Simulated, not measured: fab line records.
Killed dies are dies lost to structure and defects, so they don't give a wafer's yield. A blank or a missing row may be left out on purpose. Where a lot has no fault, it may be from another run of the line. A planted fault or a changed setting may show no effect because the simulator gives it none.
The tool behind it: which one? | flow n5 finfet | 12 lots, 34 wafers sampled, at 3 steps of a route of 1938

## WHAT THE GAUGES SHOWED, per wafer
N5_PASSIVATION_OVL_MEAS_63. Usual: PAD_OVL 3 nm, standard deviation 5.9.
lot  | measured     | on         | PAD_OVL (nm) | flag
L836 | day 12 11:47 | overlay-02 | 2 3 -1       |
L835 | day 12 10:26 | overlay-01 | 3 8 1        |
L838 | day 13 13:54 | overlay-01 | 10 13 11     |
L839 | day 14 10:14 | overlay-01 | 13 19        |
L840 | day 14 02:13 | overlay-01 | 0 2 1        |
L842 | day 14 14:11 | overlay-01 | 6 7 5        |
L843 | day 15 03:08 | overlay-01 | 5 0 2        |
L844 | day 14 23:31 | overlay-02 | 3 1          |
L845 | day 14 22:55 | overlay-02 | 9 -2 3       |
L848 | day 15 21:46 | overlay-01 | 1 -3 5       |
L850 | day 16 10:47 | overlay-01 | 3 6 -4       |
L853 | day 17 03:05 | overlay-01 | 12 -5 -1     |

## TOOL THAT RAN EACH LOT (tool first, then ch and the chambers of the sampled wafers, then the start)
lot  | N5_BEOL_M0_ECD_118             | N5_PASSIVATION_SPUTTER_20
L836 | ecd cu-01 ch 0, day 6 12:23    | pvd sputter-02, day 12 11:09
L835 | ecd cu-01 ch 0,1, day 6 14:13  | pvd sputter-02, day 12 09:48
L838 | ecd cu-01 ch 0,1, day 7 05:38  | pvd sputter-01, day 13 13:18
L839 | ecd cu-01 ch 0,1, day 7 15:01  | pvd sputter-03, day 14 09:33
L840 | ecd cu-01 ch 0,1, day 7 17:53  | pvd sputter-02, day 14 01:29
L842 | ecd cu-01 ch 0,1, day 8 06:23  | pvd sputter-01, day 14 13:35
L843 | ecd cu-01 ch 0,1, day 8 13:18  | pvd sputter-03, day 15 02:32
L844 | ecd cu-01 ch 0, day 8 17:52    | pvd sputter-03, day 14 22:53
L845 | ecd cu-02 ch 0,1, day 9 01:01  | pvd sputter-03, day 14 22:19
L848 | ecd cu-01 ch 0,1, day 9 17:47  | pvd sputter-02, day 15 21:03
L850 | ecd cu-01 ch 0,1, day 10 05:55 | pvd sputter-02, day 16 10:04
L853 | ecd cu-02 ch 0,1, day 11 05:03 | pvd sputter-02, day 17 02:22
- N5_BEOL_M0_ECD_118: material Cu, target thk 300 nm.
- N5_PASSIVATION_SPUTTER_20: material TaN, target thk 50 nm.

## WHAT THE TOOLS THEMSELVES READ (means of the sampled wafers that have a number; where no wafer has one, the mark that the record gives instead)
N5_PASSIVATION_SPUTTER_20. Usual: throttle valve pct 30.3 %, standard deviation 0.93.
lot  | tool           | throttle valve pct (%) | flag
L836 | pvd sputter-02 | 30.3                   |
L835 | pvd sputter-02 | 31.0                   |
L838 | pvd sputter-01 | 30.4                   |
L839 | pvd sputter-03 | 30.8                   |
L840 | pvd sputter-02 | 30.2                   |
L842 | pvd sputter-01 | 28.9                   |
L843 | pvd sputter-03 | 29.8                   |
L844 | pvd sputter-03 | 29.5                   |
L845 | pvd sputter-03 | 30.1                   |
L848 | pvd sputter-02 | 30.7                   |
L850 | pvd sputter-02 | 30.6                   |
L853 | pvd sputter-02 | 30.8                   |

## THE ANSWER, worked out from the rows above alone
Rule: a lot counts as off when the mean over its wafers that have a number is more than 3 standard deviations away from the usual mean. Also off: a lot with no number at a reading for which 4 or more lots have one. Where the step has rows for the other lots, those lots are counted as sound. Order of review: gauges by route order, followed by the tools' own readings, for which a lot's mean as printed above is used. The first step at which some lot is off is used, and at that step the reading that is off furthest; a lot without a number counts as furthest.
No lot is off on any of the readings shown, so nothing can be concluded from this.

## WHAT THE SIMULATOR PUT IN
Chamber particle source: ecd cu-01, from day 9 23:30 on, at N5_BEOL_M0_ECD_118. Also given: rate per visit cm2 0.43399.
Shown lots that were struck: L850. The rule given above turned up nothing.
